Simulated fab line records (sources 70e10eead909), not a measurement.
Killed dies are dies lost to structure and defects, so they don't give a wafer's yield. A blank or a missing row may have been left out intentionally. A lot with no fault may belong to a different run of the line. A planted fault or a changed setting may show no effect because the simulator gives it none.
fab line records / flow nandHarc / part 2 of 2: steps 21 to 33 of 33
[record] lots = 5 wafers = 15 lastDay = 31
route steps=1302 shown P_GATE@140
lots that met no fault: from a run of the same line without faults
startH: start of the lot's first displayed wafer, in hours after the record's first day / waitH: hours since the lot's step before / " unchanged from the row above / L1.1+2: one row covering several wafers at once / - either no value or no given start / * or withheld: withheld / < > ~ a bound
route shown NAME@n: NAME is a module with steps in the file, n the number in the route of the first one / usual: the fault-free wafers' mean and standard deviation / same: alike in all rows / chamber/n: place in a boat / sites: each site's reading / _std_site: the values' standard deviation / _edge_site: the outer-site mean with the inner-site mean subtracted / radiusMm: for every site, how far away it sits from the centre of the wafer / mask NAME#n: copy n / behind: tool/chamber where the wafer was last shaped / hold: the reason the lot was held/the length of the hold in hours/how it ended / device: the transistor (n, p or np) that didn't switch / end of line: the tests these same wafers got at the end of their route / where a step has no rows: the recipe by itself / killed: not the wafer's yield, but the dies lost to structure and defects at the first sort / map: shows each die of a wafer: x if killed, . if not, _ if none is there
set.NAME: setting as actually run; set.NAME@STEP: the setting as run at that earlier step / model.NAME: the simulator's own value behind a step, which no gauge read
lots seen at some steps along the route; tables by step, rows by wafer
services: from which hour (startH, from the record's first day; less than 0 if before it) a tool's chamber was out of use, for how many hours, and why
[[steps]]
[step NHARC_P_GATE_PRECLEAN_99]
[recipe] timeS = * tempC = 50 bathAgeMin = 0 chemistry = SC1
[usual] nh4ohFlowMLMin = 28.30/0.098
lot.wafer=L074.2 tool=wetBench-06 chamber=5 startH=- waitH=- nh4ohFlowMLMin=28.31
lot.wafer=L074.4 tool=wetBench-06 chamber=7 startH=- waitH=- nh4ohFlowMLMin=28.36
lot.wafer=L074.6 tool=wetBench-06 chamber=1 startH=- waitH=- nh4ohFlowMLMin=28.36
lot.wafer=L076.2 tool=wetBench-01 chamber=7 startH=- waitH=- nh4ohFlowMLMin=28.37
lot.wafer=L076.5 tool=wetBench-01 chamber=0 startH=- waitH=- nh4ohFlowMLMin=28.35
lot.wafer=L076.6 tool=wetBench-01 chamber=2 startH=- waitH=- nh4ohFlowMLMin=28.36
lot.wafer=L085.4 tool=wetBench-07 chamber=4 startH=- waitH=- nh4ohFlowMLMin=28.26
lot.wafer=L085.1 tool=wetBench-07 chamber=5 startH=- waitH=- nh4ohFlowMLMin=28.06
lot.wafer=L085.5 tool=wetBench-07 chamber=0 startH=- waitH=- nh4ohFlowMLMin=28.35
lot.wafer=L086.5 tool=wetBench-06 chamber=4 startH=- waitH=- nh4ohFlowMLMin=28.17
lot.wafer=L086.2 tool=wetBench-06 chamber=5 startH=- waitH=- nh4ohFlowMLMin=28.19
lot.wafer=L086.6 tool=wetBench-06 chamber=7 startH=- waitH=- nh4ohFlowMLMin=28.16
lot.wafer=L091.1 tool=wetBench-06 chamber=4 startH=- waitH=- nh4ohFlowMLMin=28.38
lot.wafer=L091.3 tool=wetBench-06 chamber=5 startH=- waitH=- nh4ohFlowMLMin=28.22
lot.wafer=L091.2 tool=wetBench-06 chamber=1 startH=- waitH=- nh4ohFlowMLMin=28.35
[step NHARC_P_GATE_SRD_100]
lot.wafer=L074.2+4+6 tool=wetBench-06 chamber=5,7,1 startH=- waitH=-
lot.wafer=L076.2+5+6 tool=wetBench-01 chamber=7,0,2 startH=- waitH=-
lot.wafer=L085.4+1+5 tool=wetBench-07 chamber=4,5,0 startH=- waitH=-
lot.wafer=L086.5+2+6 tool=wetBench-06 chamber=4,5,7 startH=- waitH=-
lot.wafer=L091.1+3+2 tool=wetBench-06 chamber=4,5,1 startH=- waitH=-
[step NHARC_P_GATE_DEHYDRATE_38]
[recipe] tempC = 150 timeS = 120
[usual] heaterPowerTotalW = 182.5/1.2
lot.wafer=L074.2 tool=lithoTrack-07 chamber=0 startH=102.60 waitH=- heaterPowerTotalW=183.1
lot.wafer=L074.4 tool=lithoTrack-07 chamber=0 startH=102.60 waitH=- heaterPowerTotalW=180.9
lot.wafer=L074.6 tool=lithoTrack-07 chamber=0 startH=102.60 waitH=- heaterPowerTotalW=184.9
lot.wafer=L076.2 tool=lithoTrack-05 chamber=0 startH=132.06 waitH=- heaterPowerTotalW=182.1
lot.wafer=L076.5 tool=lithoTrack-05 chamber=0 startH=132.06 waitH=- heaterPowerTotalW=183.9
lot.wafer=L076.6 tool=lithoTrack-05 chamber=0 startH=132.06 waitH=- heaterPowerTotalW=182.8
lot.wafer=L085.1 tool=lithoTrack-07 chamber=0 startH=220.10 waitH=- heaterPowerTotalW=181.1
lot.wafer=L085.4 tool=lithoTrack-07 chamber=0 startH=220.10 waitH=- heaterPowerTotalW=183.0
lot.wafer=L085.5 tool=lithoTrack-07 chamber=0 startH=220.10 waitH=- heaterPowerTotalW=180.8
lot.wafer=L086.2 tool=lithoTrack-03 chamber=0 startH=224.59 waitH=- heaterPowerTotalW=180.5
lot.wafer=L086.5 tool=lithoTrack-03 chamber=0 startH=224.59 waitH=- heaterPowerTotalW=182.0
lot.wafer=L086.6 tool=lithoTrack-03 chamber=0 startH=224.59 waitH=- heaterPowerTotalW=180.5
lot.wafer=L091.1 tool=lithoTrack-07 chamber=0 startH=285.12 waitH=- heaterPowerTotalW=181.9
lot.wafer=L091.2 tool=lithoTrack-07 chamber=0 startH=285.12 waitH=- heaterPowerTotalW=184.2
lot.wafer=L091.3 tool=lithoTrack-07 chamber=0 startH=285.12 waitH=- heaterPowerTotalW=182.4
[step NHARC_P_GATE_HMDS_39]
[recipe] timeS = 30
lot.wafer=L074.2+4+6 tool=lithoTrack-07 chamber=0 startH=- waitH=-
lot.wafer=L076.2+5+6 tool=lithoTrack-05 chamber=0 startH=- waitH=-
lot.wafer=L085.1+4+5 tool=lithoTrack-07 chamber=0 startH=- waitH=-
lot.wafer=L086.2+5+6 tool=lithoTrack-03 chamber=0 startH=- waitH=-
lot.wafer=L091.1+2+3 tool=lithoTrack-07 chamber=0 startH=- waitH=-
[step NHARC_P_GATE_COAT_40]
[recipe] spinRpm = 3000
lot.wafer=L074.2+4+6 tool=lithoTrack-07 chamber=0 startH=- waitH=-
lot.wafer=L076.2+5+6 tool=lithoTrack-05 chamber=0 startH=- waitH=-
lot.wafer=L085.1+4+5 tool=lithoTrack-07 chamber=0 startH=- waitH=-
lot.wafer=L086.2+5+6 tool=lithoTrack-03 chamber=0 startH=- waitH=-
lot.wafer=L091.1+2+3 tool=lithoTrack-07 chamber=0 startH=- waitH=-
[step NHARC_P_GATE_SOFTBAKE_41]
[recipe] tempC = 122 timeS = 95
[usual] heaterPowerTotalW = 160.0/0.5
lot.wafer=L074.2 tool=lithoTrack-07 chamber=0 startH=- waitH=- heaterPowerTotalW=160.5
lot.wafer=L074.4 tool=lithoTrack-07 chamber=0 startH=- waitH=- heaterPowerTotalW=159.7
lot.wafer=L074.6 tool=lithoTrack-07 chamber=0 startH=- waitH=- heaterPowerTotalW=160.4
lot.wafer=L076.2 tool=lithoTrack-05 chamber=0 startH=- waitH=- heaterPowerTotalW=159.8
lot.wafer=L076.5 tool=lithoTrack-05 chamber=0 startH=- waitH=- heaterPowerTotalW=159.9
lot.wafer=L076.6 tool=lithoTrack-05 chamber=0 startH=- waitH=- heaterPowerTotalW=159.2
lot.wafer=L085.1 tool=lithoTrack-07 chamber=0 startH=- waitH=- heaterPowerTotalW=160.7
lot.wafer=L085.4 tool=lithoTrack-07 chamber=0 startH=- waitH=- heaterPowerTotalW=160.5
lot.wafer=L085.5 tool=lithoTrack-07 chamber=0 startH=- waitH=- heaterPowerTotalW=160.5
lot.wafer=L086.2 tool=lithoTrack-03 chamber=0 startH=- waitH=- heaterPowerTotalW=159.2
lot.wafer=L086.5 tool=lithoTrack-03 chamber=0 startH=- waitH=- heaterPowerTotalW=160.5
lot.wafer=L086.6 tool=lithoTrack-03 chamber=0 startH=- waitH=- heaterPowerTotalW=159.4
lot.wafer=L091.1 tool=lithoTrack-07 chamber=0 startH=- waitH=- heaterPowerTotalW=160.6
lot.wafer=L091.2 tool=lithoTrack-07 chamber=0 startH=- waitH=- heaterPowerTotalW=160.7
lot.wafer=L091.3 tool=lithoTrack-07 chamber=0 startH=- waitH=- heaterPowerTotalW=160.4
[step NHARC_P_GATE_EBR_42]
lot.wafer=L074.2+4+6 tool=lithoTrack-07 chamber=0 startH=- waitH=-
lot.wafer=L076.2+5+6 tool=lithoTrack-05 chamber=0 startH=- waitH=-
lot.wafer=L085.1+4+5 tool=lithoTrack-07 chamber=0 startH=- waitH=-
lot.wafer=L086.2+5+6 tool=lithoTrack-03 chamber=0 startH=- waitH=-
lot.wafer=L091.1+2+3 tool=lithoTrack-07 chamber=0 startH=- waitH=-
[step NHARC_P_GATE_EXPOSE_43]
[recipe] na = 0.6 targetCdNm = 720 doseMj = 14.81 maskId = P_NSD
lot.wafer=L074.2+4+6 tool=krfScanner-02 chamber=0 startH=102.87 waitH=- mask=P_NSD#0
lot.wafer=L076.2+5+6 tool=krfScanner-02 chamber=0 startH=132.33 waitH=- mask=P_NSD#0
lot.wafer=L085.1+4+5 tool=krfScanner-02 chamber=0 startH=220.36 waitH=- mask=P_NSD#0
lot.wafer=L086.2+5+6 tool=krfScanner-01 chamber=0 startH=224.87 waitH=- mask=P_NSD#0
lot.wafer=L091.1+2+3 tool=krfScanner-02 chamber=0 startH=285.39 waitH=- mask=P_NSD#0
[step NHARC_P_GATE_PEB_44]
[recipe] pebTempC = 118 pebTimeS = 85
[usual] heaterPowerTotalW = 163.94/0.27
[same] pebTimeS = 85
lot.wafer=L074.2 tool=lithoTrack-07 chamber=0 startH=102.93 waitH=0.1 heaterPowerTotalW=163.96
lot.wafer=L074.4 tool=lithoTrack-07 chamber=0 startH=102.93 waitH=0.1 heaterPowerTotalW=164.00
lot.wafer=L074.6 tool=lithoTrack-07 chamber=0 startH=102.93 waitH=0.1 heaterPowerTotalW=163.57
lot.wafer=L076.2 tool=lithoTrack-05 chamber=0 startH=132.40 waitH=0.1 heaterPowerTotalW=163.98
lot.wafer=L076.5 tool=lithoTrack-05 chamber=0 startH=132.40 waitH=0.1 heaterPowerTotalW=164.16
lot.wafer=L076.6 tool=lithoTrack-05 chamber=0 startH=132.40 waitH=0.1 heaterPowerTotalW=164.31
lot.wafer=L085.1 tool=lithoTrack-03 chamber=0 startH=220.43 waitH=0.1 heaterPowerTotalW=163.63
lot.wafer=L085.4 tool=lithoTrack-03 chamber=0 startH=220.43 waitH=0.1 heaterPowerTotalW=164.02
lot.wafer=L085.5 tool=lithoTrack-03 chamber=0 startH=220.43 waitH=0.1 heaterPowerTotalW=163.60
lot.wafer=L086.2 tool=lithoTrack-07 chamber=0 startH=224.93 waitH=0.1 heaterPowerTotalW=163.81
lot.wafer=L086.5 tool=lithoTrack-07 chamber=0 startH=224.93 waitH=0.1 heaterPowerTotalW=163.98
lot.wafer=L086.6 tool=lithoTrack-07 chamber=0 startH=224.93 waitH=0.1 heaterPowerTotalW=163.67
lot.wafer=L091.1 tool=lithoTrack-03 chamber=0 startH=285.46 waitH=0.1 heaterPowerTotalW=164.34
lot.wafer=L091.2 tool=lithoTrack-03 chamber=0 startH=285.46 waitH=0.1 heaterPowerTotalW=164.25
lot.wafer=L091.3 tool=lithoTrack-03 chamber=0 startH=285.46 waitH=0.1 heaterPowerTotalW=164.11
[step NHARC_P_GATE_DEVELOP_45]
[recipe] timeS = 70
lot.wafer=L074.2+4+6 tool=lithoTrack-07 chamber=0 startH=- waitH=-
lot.wafer=L076.2+5+6 tool=lithoTrack-05 chamber=0 startH=- waitH=-
lot.wafer=L085.1+4+5 tool=lithoTrack-03 chamber=0 startH=- waitH=-
lot.wafer=L086.2+5+6 tool=lithoTrack-07 chamber=0 startH=- waitH=-
lot.wafer=L091.1+2+3 tool=lithoTrack-03 chamber=0 startH=- waitH=-
[step NHARC_P_GATE_CD_MEAS_46]
[recipe] targetCdNm = 720 landingEnergyEv = 500
[usual] cdNm = 721.1/2.3
lot.wafer=L074.2 tool=cdSem-01 chamber=0 startH=103.03 waitH=- cdNm=723.4
lot.wafer=L074.4 tool=cdSem-01 chamber=0 startH=103.03 waitH=- cdNm=719.4
lot.wafer=L074.6 tool=cdSem-01 chamber=0 startH=103.03 waitH=- cdNm=722.6
lot.wafer=L076.2 tool=cdSem-03 chamber=0 startH=132.49 waitH=- cdNm=722.2
lot.wafer=L076.5 tool=cdSem-03 chamber=0 startH=132.49 waitH=- cdNm=721.4
lot.wafer=L076.6 tool=cdSem-03 chamber=0 startH=132.49 waitH=- cdNm=718.2
lot.wafer=L085.1 tool=cdSem-03 chamber=0 startH=220.52 waitH=- cdNm=718.7
lot.wafer=L085.4 tool=cdSem-03 chamber=0 startH=220.52 waitH=- cdNm=721.5
lot.wafer=L085.5 tool=cdSem-03 chamber=0 startH=220.52 waitH=- cdNm=724.9
lot.wafer=L086.2 tool=cdSem-02 chamber=0 startH=225.02 waitH=- cdNm=721.4
lot.wafer=L086.5 tool=cdSem-02 chamber=0 startH=225.02 waitH=- cdNm=719.8
lot.wafer=L086.6 tool=cdSem-02 chamber=0 startH=225.02 waitH=- cdNm=721.7
lot.wafer=L091.1 tool=cdSem-01 chamber=0 startH=285.55 waitH=- cdNm=724.2
lot.wafer=L091.2 tool=cdSem-01 chamber=0 startH=285.55 waitH=- cdNm=722.5
lot.wafer=L091.3 tool=cdSem-01 chamber=0 startH=285.55 waitH=- cdNm=724.6
[step NHARC_P_GATE_HARDBAKE_47]
[recipe] tempC = 125 timeS = 80
[usual] heaterPowerTotalW = 184.0/0.76
lot.wafer=L074.2 tool=lithoTrack-07 chamber=0 startH=103.11 waitH=- heaterPowerTotalW=184.4
lot.wafer=L074.4 tool=lithoTrack-07 chamber=0 startH=103.11 waitH=- heaterPowerTotalW=183.2
lot.wafer=L074.6 tool=lithoTrack-07 chamber=0 startH=103.11 waitH=- heaterPowerTotalW=184.1
lot.wafer=L076.2 tool=lithoTrack-07 chamber=0 startH=132.57 waitH=- heaterPowerTotalW=183.7
lot.wafer=L076.5 tool=lithoTrack-07 chamber=0 startH=132.57 waitH=- heaterPowerTotalW=183.1
lot.wafer=L076.6 tool=lithoTrack-07 chamber=0 startH=132.57 waitH=- heaterPowerTotalW=185.0
lot.wafer=L085.1 tool=lithoTrack-07 chamber=0 startH=220.60 waitH=- heaterPowerTotalW=185.0
lot.wafer=L085.4 tool=lithoTrack-07 chamber=0 startH=220.60 waitH=- heaterPowerTotalW=183.0
lot.wafer=L085.5 tool=lithoTrack-07 chamber=0 startH=220.60 waitH=- heaterPowerTotalW=182.9
lot.wafer=L086.2 tool=lithoTrack-03 chamber=0 startH=225.10 waitH=- heaterPowerTotalW=183.2
lot.wafer=L086.5 tool=lithoTrack-03 chamber=0 startH=225.10 waitH=- heaterPowerTotalW=184.9
lot.wafer=L086.6 tool=lithoTrack-03 chamber=0 startH=225.10 waitH=- heaterPowerTotalW=185.0
lot.wafer=L091.1 tool=lithoTrack-03 chamber=0 startH=285.63 waitH=- heaterPowerTotalW=184.7
lot.wafer=L091.2 tool=lithoTrack-03 chamber=0 startH=285.63 waitH=- heaterPowerTotalW=184.7
lot.wafer=L091.3 tool=lithoTrack-03 chamber=0 startH=285.63 waitH=- heaterPowerTotalW=183.0
[step NHARC_P_GATE_DESCUM_48]
[recipe] timeS = 3 o2FlowSccm = 200 arFlowSccm = 0 biasPowerW = 0 chemistry = O2
[usual] drypumpMotorCurrentA = 5.6/0.49 oesProductAu = 1.001/0.017 rfVppV = 58.2/0.88 showerheadPlenumPTorr = 2.00/0.072 throttleValvePct = 11.311/0.0089
lot.wafer=L074.2 tool=rieDiel-04 chamber=2 startH=103.22 waitH=- drypumpMotorCurrentA=5.8 oesProductAu=1.026 rfHoursCounterH=4 rfVppV=58.6 showerheadPlenumPTorr=2.03 throttleValvePct=11.308
lot.wafer=L074.4 tool=rieDiel-04 chamber=0 startH=103.22 waitH=- drypumpMotorCurrentA=5.4 oesProductAu=0.999 rfHoursCounterH=- rfVppV=56.8 showerheadPlenumPTorr=2.06 throttleValvePct=11.315
lot.wafer=L074.6 tool=rieDiel-04 chamber=2 startH=103.22 waitH=- drypumpMotorCurrentA=5.8 oesProductAu=1.029 rfHoursCounterH=- rfVppV=57.3 showerheadPlenumPTorr=2.03 throttleValvePct=11.304
lot.wafer=L076.2 tool=rieDiel-04 chamber=3 startH=132.65 waitH=- drypumpMotorCurrentA=6.3 oesProductAu=1.014 rfHoursCounterH=7 rfVppV=58.3 showerheadPlenumPTorr=2.04 throttleValvePct=11.320
lot.wafer=L076.6 tool=rieDiel-04 chamber=0 startH=132.65 waitH=- drypumpMotorCurrentA=5.4 oesProductAu=0.989 rfHoursCounterH=- rfVppV=58.5 showerheadPlenumPTorr=2.06 throttleValvePct=11.294
lot.wafer=L076.5 tool=rieDiel-04 chamber=2 startH=132.65 waitH=- drypumpMotorCurrentA=5.8 oesProductAu=1.014 rfHoursCounterH=- rfVppV=58.7 showerheadPlenumPTorr=2.03 throttleValvePct=11.315
lot.wafer=L085.4 tool=rieDiel-04 chamber=3 startH=220.68 waitH=- drypumpMotorCurrentA=6.3 oesProductAu=0.999 rfHoursCounterH=2 rfVppV=58.5 showerheadPlenumPTorr=2.03 throttleValvePct=11.302
lot.wafer=L085.1 tool=rieDiel-04 chamber=1 startH=220.68 waitH=- drypumpMotorCurrentA=4.7 oesProductAu=0.986 rfHoursCounterH=2 rfVppV=59.3 showerheadPlenumPTorr=2.05 throttleValvePct=11.311
lot.wafer=L085.5 tool=rieDiel-04 chamber=3 startH=220.68 waitH=- drypumpMotorCurrentA=6.3 oesProductAu=1.001 rfHoursCounterH=- rfVppV=58.7 showerheadPlenumPTorr=2.03 throttleValvePct=11.292
lot.wafer=L086.2 tool=rieDiel-03 chamber=3 startH=225.19 waitH=- drypumpMotorCurrentA=5.7 oesProductAu=1.001 rfHoursCounterH=6 rfVppV=58.4 showerheadPlenumPTorr=2.05 throttleValvePct=11.316
lot.wafer=L086.5 tool=rieDiel-03 chamber=2 startH=225.19 waitH=- drypumpMotorCurrentA=5.5 oesProductAu=0.998 rfHoursCounterH=- rfVppV=59.6 showerheadPlenumPTorr=1.99 throttleValvePct=11.321
lot.wafer=L086.6 tool=rieDiel-03 chamber=3 startH=225.19 waitH=- drypumpMotorCurrentA=5.6 oesProductAu=0.998 rfHoursCounterH=- rfVppV=57.6 showerheadPlenumPTorr=2.05 throttleValvePct=11.321
lot.wafer=L091.1 tool=rieDiel-04 chamber=1 startH=285.71 waitH=- drypumpMotorCurrentA=4.7 oesProductAu=0.976 rfHoursCounterH=6 rfVppV=57.5 showerheadPlenumPTorr=2.05 throttleValvePct=11.294
lot.wafer=L091.2 tool=rieDiel-04 chamber=2 startH=285.71 waitH=- drypumpMotorCurrentA=5.8 oesProductAu=1.003 rfHoursCounterH=6 rfVppV=58.9 showerheadPlenumPTorr=2.03 throttleValvePct=11.308
lot.wafer=L091.3 tool=rieDiel-04 chamber=3 startH=285.71 waitH=- drypumpMotorCurrentA=6.3 oesProductAu=0.995 rfHoursCounterH=6 rfVppV=57.3 showerheadPlenumPTorr=2.03 throttleValvePct=11.324
[[services]]
tool=lithoTrack-07 chamber=- startH=76.00 hours=7.0 kind=pm
tool=rieDiel-11 chamber=- startH=78.50 hours=9.0 kind=pm
tool=rieDiel-03 chamber=0 startH=84.49 hours=3.6 kind=repair
tool=rieDiel-03 chamber=1 startH=86.70 hours=5.3 kind=repair
tool=rieDiel-04 chamber=2 startH=97.85 hours=4.3 kind=repair
tool=rieDiel-04 chamber=1 startH=98.43 hours=14.1 kind=repair
tool=lithoTrack-03 chamber=- startH=100.00 hours=7.0 kind=pm
tool=rieDiel-11 chamber=2 startH=100.91 hours=7.7 kind=repair
tool=rieDiel-03 chamber=- startH=104.30 hours=9.0 kind=pm
tool=rieDiel-03 chamber=2 startH=118.04 hours=1.7 kind=repair
tool=rieDiel-04 chamber=1 startH=123.77 hours=11.1 kind=repair
tool=rieDiel-11 chamber=3 startH=152.50 hours=3.1 kind=repair
tool=wetBench-07 chamber=- startH=160.06 hours=8.0 kind=pm
tool=rieDiel-11 chamber=- startH=167.54 hours=1.1 kind=repair
tool=rieDiel-11 chamber=1 startH=179.31 hours=1.3 kind=repair
tool=rieDiel-03 chamber=- startH=185.57 hours=0.5 kind=repair
tool=rieDiel-03 chamber=1 startH=190.94 hours=9.7 kind=repair
tool=wetBench-06 chamber=- startH=193.60 hours=8.0 kind=pm
tool=rieDiel-11 chamber=3 startH=240.03 hours=13.1 kind=repair
tool=rieDiel-11 chamber=0 startH=249.90 hours=33.1 kind=repair
tool=lithoTrack-07 chamber=- startH=251.00 hours=7.0 kind=pm
tool=rieDiel-11 chamber=- startH=255.50 hours=9.0 kind=pm
tool=lithoTrack-03 chamber=- startH=275.00 hours=7.0 kind=pm
tool=rieDiel-03 chamber=- startH=281.30 hours=9.0 kind=pm
